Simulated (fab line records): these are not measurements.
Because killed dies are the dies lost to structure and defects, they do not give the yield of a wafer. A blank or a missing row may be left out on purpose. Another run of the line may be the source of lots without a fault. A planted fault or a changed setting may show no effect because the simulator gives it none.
fab line records    flow n5_finfet
record: lots: 4  wafers: 12  last_day: 17
route steps=1938 shown BEOL_M1@826 BEOL_M2@841 BEOL_M4@1111 PASSIVATION@1936
lots that met no fault: taken from a fault-free run of the same line
start_h: hours from the record's opening day to when the first of the lot's shown wafers began    wait_h: hours from the lot's prior step to this one    " same as the row above    L1.1+2: several wafers, shown together as one row    - either no value or no given start    * or withheld: withheld    < > ~ a bound
route shown NAME@n: NAME is a module with steps in the file, n the number in the route of the first one    usual: mean and standard deviation over wafers with no fault    same: alike in all rows    chamber/n: place in a boat    sites: per-site readings    _std_site: standard deviation across them    _edge_site: outer sites' mean less inner sites'    radius_mm: how far each site lies from the wafer's centre    mask NAME#n: copy n    behind: the most recent tool/chamber to have shaped the wafer    hold: why the lot was held/for how many hours/how that ended    device: the n, p or np transistor that did not switch    end of line: tests run on the same wafers once the route is complete    where a step has no rows: the recipe by itself    killed: count of dies lost to structure and defects at first sort (not the wafer's yield)    map: a wafer's dies, marking killed ones x, the rest . and places with no die _
set.NAME: setting as actually run; set.NAME@STEP: the setting as run at that earlier step    model.NAME: the simulator's own value behind a step, which no gauge read
lots seen at some steps along the route; tables by step, rows by wafer
services: the hour from which a tool's chamber was out of use, counted from the record's first day as start_h (under 0 if before that day), plus the number of hours and why
== steps ==
step: N5_BEOL_M1_SPUTTER_92
recipe: material: Cu  target_thk_a: 45  temp_c: -20  chamber_pressure_pa: 0.07  power_w: withheld  time_s: 8.29
step: N5_BEOL_M1_ANNEAL_93
recipe: temp_c: 400  time_s: 240  ambient: vacuum
step: N5_BEOL_M1_SPUTTER_94
recipe: material: Cu  target_thk_a: 45  temp_c: -20  chamber_pressure_pa: 0.07  power_w: withheld  time_s: 8.29
step: N5_BEOL_M1_ANNEAL_95
recipe: temp_c: 400  time_s: 240  ambient: vacuum
step: N5_BEOL_M1_SPUTTER_96
recipe: material: Cu  target_thk_a: 45  temp_c: -20  chamber_pressure_pa: 0.07  power_w: withheld  time_s: 8.29
step: N5_BEOL_M1_ECD_50
recipe: material: Cu  target_thk_a: 3000
step: N5_BEOL_M1_ANNEAL_51
recipe: temp_c: 225  time_s: 90  ambient: N2
step: N5_BEOL_M1_CMP_52
recipe: stop_on: SiOC  t_overpolish_s: 6.8  down_force_psi: 1  platen_rpm: 50  clearing_platen_down_force_psi: 1.5  clearing_platen_rpm: 50  post_cmp_clean: cu_alkaline  target_thk_nm: 40  clearing_platen_pad_velocity_m_s: 0.99484  pad_velocity_m_s: 0.99484
step: N5_BEOL_M1_PRE_CLEAN_60
recipe: gas: NH3/H2  time_s: 15  temp_c: *  rf_power_w: 300
step: N5_BEOL_M1_CO_CAP_55
recipe: material: Co  target_thk_a: 20  temp_c: 200  precursor: CCTBA/H2  pressure_torr: 30  time_s: 102.1
step: N5_BEOL_M1_PRE_CLEAN_56
recipe: gas: NH3  time_s: 15  temp_c: withheld  rf_power_w: 300
step: N5_BEOL_M1_DEP_57
recipe: material: SiCN  target_thk_a: 80  temp_c: withheld  precursor: 3MS/NH3  pressure_torr: 3  rf_w: 202  time_s: 14
usual: rf_fwd_power_W: 199.6/0.85  showerhead_plenum_p_Torr: 3.664/0.012  throttle_valve_pct: 9.2/0.44
lot.wafer  tool      chamber  start_h  wait_h  rf_fwd_power_W  showerhead_plenum_p_Torr  throttle_valve_pct
L236.4     pecvd-03  2        201.26   0.0     199.3           3.676                     8.7
L236.5     "         1        "        "       200.4           3.652                     8.9
L236.6     "         0        "        "       199.3           3.654                     9.3
L238.2     pecvd-03  0        207.65   0.0     199.2           3.667                     9.5
L238.4     "         2        "        "       199.6           3.677                     8.6
L238.6     "         0        "        "       199.2           3.667                     9.3
L242.2     pecvd-03  2        229.45   0.0     198.7           3.675                     8.4
L242.4     "         1        "        "       201.1           3.657                     8.7
L242.6     "         0        "        "       198.6           3.664                     9.6
L247.1     pecvd-02  2        266.19   0.0     200.9           3.670                     9.2
L247.2     "         1        "        "       199.3           3.688                     9.4
L247.6     "         1        "        "       199.5           3.690                     9.7
step: N5_BEOL_M1_INSPECT_59
recipe: inspect_instrument: darkfield  mode: post_dep
usual: raw_defect_count: 68/23
lot.wafer  tool               chamber  start_h  wait_h  raw_defect_count
L236.4     defect_inspect-02  -        201.34   0.0     57
L236.5     "                  -        "        "       81
L236.6     "                  -        "        "       56
L238.2     defect_inspect-01  -        207.74   0.0     1346
L238.4     "                  -        "        "       1381
L238.6     "                  -        "        "       1474
L242.2     defect_inspect-02  -        229.54   0.0     1389
L242.4     "                  -        "        "       1355
L242.6     "                  -        "        "       1337
L247.1     defect_inspect-01  -        266.29   0.0     123
L247.2     "                  -        "        "       101
L247.6     "                  -        "        "       84
step: N5_BEOL_M2_ILD_DEP_00
recipe: material: SiOC  target_thk_a: 790  temp_c: 350  precursor: DEMS/O2  pressure_torr: 5  rf_w: 500  time_s: 15.3
step: N5_BEOL_M2_PECVD_72
recipe: material: SiO2  target_thk_a: 160  temp_c: 400  precursor: TEOS/O2  pressure_torr: 5.5  rf_w: 450  teos_flow_sccm: 53.8  gas: O2  flow_sccm: 3000  time_s: 18
step: N5_BEOL_M2_HM_DEP_02
recipe: material: TiN  target_thk_a: 200  temp_c: 25  chamber_pressure_pa: 0.49996
step: N5_BEOL_M2_COAT_61
recipe: resist: SOC  temp_c: 250  time_s: 60  spin_rpm: 1500  resist_thk_nm: 60
step: N5_BEOL_M2_COAT_62
recipe: resist: SiARC  temp_c: 220  time_s: 60  spin_rpm: 1500  resist_thk_nm: 12
step: N5_BEOL_M2_COAT_73
recipe: resist: underlayer  temp_c: 205  time_s: 60  spin_rpm: 1500  resist_thk_nm: 5
step: N5_BEOL_M2_COAT_05
recipe: resist: CAR-EUV  spin_rpm: 1500  resist_thk_nm: 30
step: N5_BEOL_M2_EBR_07
recipe: solvent: PGMEA  ebr_width_mm: 1.5
step: N5_BEOL_M2_SOFTBAKE_06
recipe: temp_c: 110  time_s: 60  resist: CAR-EUV
step: N5_BEOL_M2_EXPOSE_08
recipe: mask_id: M2  na: 0.33  source_shape: dipole  sigma_inner: 0.369  sigma_outer: 0.767  polarization: unpolarized  dose_mj: 41.25
step: N5_BEOL_M2_PEB_09
recipe: peb_temp_c: 100  peb_time_s: 60  resist: CAR-EUV
step: N5_BEOL_M2_DEVELOP_10
recipe: develop_time_s: 30  developer: TMAH  resist: CAR-EUV  rinse_liquid: surfactant_rinse  dry: air_spin  dev_temp_c: 23
step: N5_BEOL_M2_INSPECT_13
recipe: mode: adi  inspect_instrument: brightfield
usual: raw_defect_count: 406/81
lot.wafer  tool               chamber  start_h  wait_h  raw_defect_count
L236.4     defect_inspect-02  -        203.70   0.0     307
L236.5     "                  -        "        "       628
L236.6     "                  -        "        "       522
L238.2     defect_inspect-02  -        211.18   0.0     1636
L238.4     "                  -        "        "       1801
L238.6     "                  -        "        "       1709
L242.2     defect_inspect-02  -        230.80   0.0     1745
L242.4     "                  -        "        "       1699
L242.6     "                  -        "        "       1604
L247.1     defect_inspect-01  -        267.12   0.1     542
L247.2     "                  -        "        "       555
L247.6     "                  -        "        "       440
step: N5_BEOL_M2_DESCUM_16
recipe: chemistry: O2  time_s: 7  source_power_w: 50  bias_power_w: 20  pressure_mtorr: 20  rf_frequency_hz: 2.712e+07  temp_c: 40  resist: CAR-EUV  o2_flow_sccm: 225
step: N5_BEOL_M4_RC_MEAS_101
usual: DIBL_N: 35.8/1.7  DIBL_P: 35.9/1.9  IOFF_N: 0.151/0.028  IOFF_P: 0.21/0.037  ION_N: 673/12  ION_P: 463/8.3  SS_N: 71.4/0.59  SS_P: 73.2/0.63  VT_N: 250/3.2  VT_P: -250/3.7
lot.wafer  tool       chamber  start_h  wait_h  DIBL_N[mV/V]  DIBL_P[mV/V]  IOFF_N[nA/um]  IOFF_P[nA/um]  ION_N[uA/um]  ION_P[uA/um]  SS_N[mV/dec]  SS_P[mV/dec]  VT_N[mV]  VT_P[mV]
L236.4     prober-01  0        233.20   0.5     32.4          32.6          0.107          0.14           660           456           70.7          72.9          254       -256
L236.5     "          0        "        "       33.9          35.5          0.132          0.17           666           457           71.4          72.9          253       -252
L236.6     "          0        "        "       33.1          33.3          0.112          0.14           667           454           70.6          72.7          253       -257
L238.2     prober-02  0        245.32   0.2     34.7          33.4          0.118          0.15           673           457           70.7          72.7          252       -256
L238.4     "          0        "        "       38.2          36.9          0.172          0.20           681           452           71.6          72.9          249       -256
L238.6     "          0        "        "       35.1          34.3          0.131          0.17           677           468           70.0          72.6          250       -254
L242.2     prober-02  0        263.86   0.2     36.1          36.6          0.145          0.20           677           466           71.4          73.4          250       -253
L242.4     "          0        "        "       34.2          34.4          0.111          0.17           665           454           70.6          73.0          257       -255
L242.6     "          0        "        "       35.6          36.4          0.129          0.19           680           470           71.6          73.3          255       -253
L247.1     prober-01  0        320.78   0.0     35.8          35.6          0.145          0.21           685           471           71.3          73.0          251       -250
L247.2     "          0        "        "       35.0          34.7          0.126          0.19           655           453           70.5          72.6          256       -250
L247.6     "          0        "        "       34.9          34.1          0.126          0.19           663           452           71.5          72.9          256       -249
step: N5_PASSIVATION_PROBE_49
usual: defect_limited_yield: 91.4/1.5  killed_at_M0_to_M3: 33/9.8  killed_at_M4_up: 14/5.5  killed_at_contacts: 12/6.5  killed_at_front_end: 38/11  killed_at_other: 3/3.1  killed_dies: 101/17  killed_open: 66/13  killed_short: 32/7.5  sort_bin_5_function: 5.0/1  sort_bin_6_memory: 3.2/0.69  sort_n_pass: 1079/17  sort_yield_pct: 91.4/1.5
same: gross_dies: 1180  killed_at_back_side: 0  sort_bin_4_leakage[%]: 0  sort_bin_8_speed[%]: 0
lot.wafer  tool       chamber  start_h  wait_h  defect_limited_yield[%]  killed_at_M0_to_M3  killed_at_M4_up  killed_at_contacts  killed_at_front_end  killed_at_other  killed_dies  killed_open  killed_short  sort_bin_5_function[%]  sort_bin_6_memory[%]  sort_n_pass  sort_yield_pct[%]
L236.4     prober-01  -        338.97   0.2     91.0                     5                   26               22                  47                   6                106          69           35            5.2                     3.6                   1074         91.0
L238.2     prober-01  -        355.30   0.1     79.6                     188                 12               14                  25                   2                241          53           26            12.2                    4.2                   939          79.6
L238.4     prober-01  -        355.40   0.2     86.4                     110                 9                10                  31                   1                161          51           27            8.0                     3.1                   1019         86.4
L238.6     prober-01  -        355.50   0.3     80.3                     178                 16               6                   33                   0                233          43           30            13.1                    2.7                   947          80.3
L242.2     prober-01  -        367.35   0.1     86.6                     116                 7                3                   29                   3                158          46           24            7.5                     3.1                   1022         86.6
L242.4     prober-01  -        367.45   0.2     78.1                     196                 5                6                   50                   1                258          71           30            13.0                    4.7                   922          78.1
L242.6     prober-01  -        367.55   0.3     79.6                     202                 10               5                   23                   1                241          61           18            13.0                    3.4                   939          79.6
killed by level:class
L236.4 MOL_CONTACT_COAG:geometric_particle:open=18 STI_FIN_REVEAL:geometric_particle:open=14 BEOL_M4:geometric_particle:open=11 BEOL_M4:geometric_particle:short=7 FIN_SAQP:geometric_particle:open=5 GATE_CUT:geometric_particle:short=5 FIN_SAQP:geometric_particle:short=4 MOL_CONTACT_COAG:geometric_particle:short=4
L238.2 BEOL_M1:unspecified=159 STI_FIN_REVEAL:geometric_particle:open=11 MOL_CONTACT_COAG:geometric_particle:open=10 BEOL_M2:geometric_particle:open=9 BEOL_M4:geometric_particle:open=6 FIN_SAQP:geometric_particle:short=5 BEOL_M1:geometric_particle:open=5 BEOL_M0_SAQP:geometric_particle:open=5
L238.4 BEOL_M1:unspecified=81 BEOL_M0_SAQP:geometric_particle:short=11 BEOL_M3:geometric_particle:open=8 STI_FIN_REVEAL:geometric_particle:open=7 MOL_CONTACT_COAG:geometric_particle:open=6 BEOL_M0_SAQP:geometric_particle:open=6 FIN_SAQP:geometric_particle:short=5 MOL_CONTACT_COAG:geometric_particle:short=4
L238.6 BEOL_M1:unspecified=157 FIN_SAQP:geometric_particle:short=10 STI_FIN_REVEAL:geometric_particle:open=6 MOL_CONTACT_COAG:geometric_particle:open=6 FIN_SAQP:geometric_particle:open=5 BEOL_M0_SAQP:geometric_particle:short=5 BEOL_M0:geometric_particle:open=5 BEOL_M4:geometric_particle:open=5
L242.2 BEOL_M1:unspecified=88 FIN_SAQP:geometric_particle:open=13 BEOL_M2:geometric_particle:open=7 BEOL_M3:geometric_particle:open=6 BEOL_M0_SAQP:geometric_particle:short=5 FIN_SAQP:geometric_particle:short=4 BEOL_M0_SAQP:geometric_particle:open=4 BEOL_M4:geometric_particle:open=4
L242.4 BEOL_M1:unspecified=157 BEOL_M3:geometric_particle:open=15 STI_FIN_REVEAL:geometric_particle:open=14 FIN_SAQP:geometric_particle:short=6 FIN_SAQP:geometric_particle:open=6 MOL_CONTACT_COAG:geometric_particle:open=6 DUMMY_GATE:geometric_particle:open=5 BEOL_M0_SAQP:geometric_particle:short=5
L242.6 BEOL_M1:unspecified=159 BEOL_M3:geometric_particle:open=22 BEOL_M0_SAQP:geometric_particle:short=6 BEOL_M2:geometric_particle:open=6 MOL_CONTACT_COAG:geometric_particle:open=5 FIN_SAQP:geometric_particle:open=4 GATE_CUT:geometric_particle:open=4 STI_FIN_REVEAL:geometric_particle:open=3
map L238.2 (x killed, . not)
_________________............________________
______________x.......x....x...._____________
___________.......................x__________
__________........x................._________
________........x...x...xx.....x......_______
_______.....x.x...x.....xx..x..........______
______.xx............x.xx.x...x........._____
_____...........xxxxxxxxxxxxxxx.....x....____
____......x....x..xxxxxxxxx.x.......x.....___
___............xxxxxxxxxxxxxxx.........x..x__
___......x....xxxxxxxxxxxxxxxx....x........__
__......x.....xxxxxxxxxxxxxxx......x........_
__............xxxxxxxxxxxxxxxx....x..x.x..x._
_.............xxxxxxxxxxxxxxxxx..x....x......
_............x.xxxxxxxxxxxxxx.x......x.......
_...........x...xxxxxxxxxxxxx.x......x...x...
_......x...x.x..x.xxxxxxxxx.............x....
_..x...............xxx.xx.................x.x
_x.......x....x....x..xxx....................
_..x..............................x..........
_..................................x...x...x.
__..x........x.............x.........x......_
__..x....................x.................._
___..................x.......x.......x.x...__
___.......x..........x.....x............x..__
____x..........................x.........x___
_____.............x..x.........x.........____
______...........................x......_____
_______x.............x.....x...........______
________..............xx.............._______
__________........................x._________
___________......................x.__________
______________...x............x._____________
_________________............________________
map L242.4 (x killed, . not)
_________________x.........x.________________
______________......x..........._____________
___________x....................x..__________
__________....x.............x..xx..._________
________.x.........x.x..........x..x.._______
_______.........x.......x.xx...........______
______.....................x..xx...x...._____
_____...............x....x......xx.xxx...____
____.................x....xxxx.xxxxxx.x.x.___
___.......................xx.xxxxxxxxxx....__
___.x.....x........x......xxxxxxxxxxxxxx...__
__...x..................x..xxxxxxxxxxxxxxx.._
__.................x....x.xxxxxxxxxxxxxxxxx._
_..x.............x.......xxxxxxxxxxxxxxxx.x..
_............x.......x.x..x.xxxxxxxxxxxxxx...
_........x....x..x.x.......x.xxxxxxxxxxxxxx.x
_x........................xxxxxxxxxxxxxxxxx..
_...............xx..........xxxxxxxxxxxxxx...
_...x..............x........x....xxx.xx.x..x.
_........x......x................xxx.........
_........................x.........x.........
__...........x..x.x............x............_
__......x.xx..x................x......x....._
___.........x...........x.x.......x....x.x.__
___........x..........................x....__
____...........x.......x..........x.x.....___
_____......x........x....................____
______.................x....x...x.x....._____
_______....x..x.....x....x.....x..x....______
________......................x......._______
__________...x.x.......xx.........x._________
___________...xx...................__________
______________.................._____________
_________________....x.......________________
== services ==
tool      chamber  start_h  hours  kind
pecvd-02  2        180.90   5.4    repair
== key ==
first_sign: step: N5_BEOL_M1_INSPECT_59  reading: raw_defect_count  direction: up  sigmas: 58  usual: 68  struck: 1380
effect: step: N5_BEOL_M2_INSPECT_13  reading: raw_defect_count  direction: up  sigmas: 16  usual: 406  struck: 1699
effect: step: N5_PASSIVATION_PROBE_49  reading: killed_at_M0_to_M3  direction: up  sigmas: 13  usual: 33  struck: 165
more_kills_born_at: N5_BEOL_M1_DEP_57@pecvd-03: 801
met_at N5_BEOL_M1_DEP_57
struck_wafers L238.2,L238.4,L238.6,L242.2,L242.4,L242.6
onset_between 201.26 207.65
fault: kind: chamber_particle_source  tool: pecvd-03  chamber: -  onset_h: 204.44  steps: N5_BEOL_M1_DEP_57  rate_per_visit_cm2: 2.029  end_h: 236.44
